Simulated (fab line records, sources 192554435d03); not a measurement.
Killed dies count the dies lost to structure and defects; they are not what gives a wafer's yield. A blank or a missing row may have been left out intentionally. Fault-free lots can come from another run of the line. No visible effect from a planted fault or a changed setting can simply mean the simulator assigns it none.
Code-filled problem report in 8D (eight disciplines) form :: flow n5 finfet :: the parts of the form that need people (team, actions taken, sign-off) are left out

## 1. WHAT WENT WRONG
Mean of susceptor temp C at N5_BEOL_M7_ILD_DEP_00: 295.03 C across 5 wafers in 2 lots; on wafers with no fault it is 300.00 C (standard deviation 0.18). Relative to the usual mean, that is a shift of -28 standard deviations.
The step: deposits SiCOH lowk from DEMS/porogen, target thk 179.75 nm, time 33.4 s.
Earliest sighting: wafer L925.3 on pecvd-02 at day 11 05:20. The record holds 35 wafers of 13 lots with a number at this step. Rule for "out" (also "out of limits"): further than 4 standard deviations from the usual mean. Any other wafer with a number is counted as sound.

## 2. WHAT IT IS AND WHAT IT IS NOT
question: which readings at this step
is: susceptor temp C
is not: heater power outer w, heater power w, throttle valve pct

question: which lots
is: L925, L927
is not: L918, L920, L921, L922, L926, L928, L929, L931, L932, L937, L939

question: which wafers of those lots
is: all that have a number
is not: -

question: read on which tools
is: pecvd-02
is not: pecvd-01, pecvd-04

question: when
is: from day 11 05:20
is not: up to then (12 sound wafers); but 18 sound wafers of L926, L928, L929, L931, L932, L937, L939 came after

## 3. SUSPECTS, AND WHAT RULES EACH OUT
Counting: a tool stays on the suspect list if, at a process step up to the reading, it processed all lots that are out and no sound lot following the first of them.
- rie diel-02 at N5_BEOL_M6_VIA_ETCH_34 (etches SiCOH lowk in C4F6/O2, target depth 126.3 nm, time 50.9 s): ruled out as a lasting fault. After its first lot that is out, L925 (day 11 02:09), sound lots L929 ran on it.
- pecvd-02 at N5_BEOL_M7_ILD_DEP_00 (deposits SiCOH lowk from DEMS/porogen, target thk 179.75 nm, time 33.4 s): kept. It ran every lot that is out, first L925 (day 11 05:20), and no sound lot after that; its last sound lot up to then is L921 (day 9 21:58). On those wafers its own readings are out: susceptor temp C.
After counting, what remains is pecvd-02 at N5_BEOL_M7_ILD_DEP_00.

## 4. THE CAUSE (what the simulator had put in)
Process parameter drift: pecvd-02, from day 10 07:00 on, at N5_BEOL_M7_ILD_DEP_00. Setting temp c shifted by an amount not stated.
After counting, this tool was the only one left.

## 5. SEQUENCE OF EFFECTS, ordered by route
Each row: a reading whose mean over the struck wafers that have a number lies more than 3 standard deviations from the usual. Readings are gone through only where the record gives a usual standard deviation; hours: the median, over the lots, of the time from a lot's start at the first step in this table giving one to that lot's start at this step; sigmas: the change measured in usual standard deviations.
hours: 0
step: N5_BEOL_M7_ILD_DEP_00
reading: susceptor temp C
usual: 300.00 C
on struck wafers: 295.03
change: -4.97
sigmas: -28
Process steps it contains:
- N5_BEOL_M7_ILD_DEP_00: deposits SiCOH lowk from DEMS/porogen, target thk 179.75 nm, time 33.4 s.
At these later measuring or inspecting steps, every struck wafer for which the step has a row has a number for every such reading, and none has moved that far: N5_BEOL_M7_CD_MEAS_11.

## 6. WHAT WOULD HAVE CAUGHT IT SOONER
In this record the first reading out of limits was taken at day 11 05:20, 22 hours after the fault began at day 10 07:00.
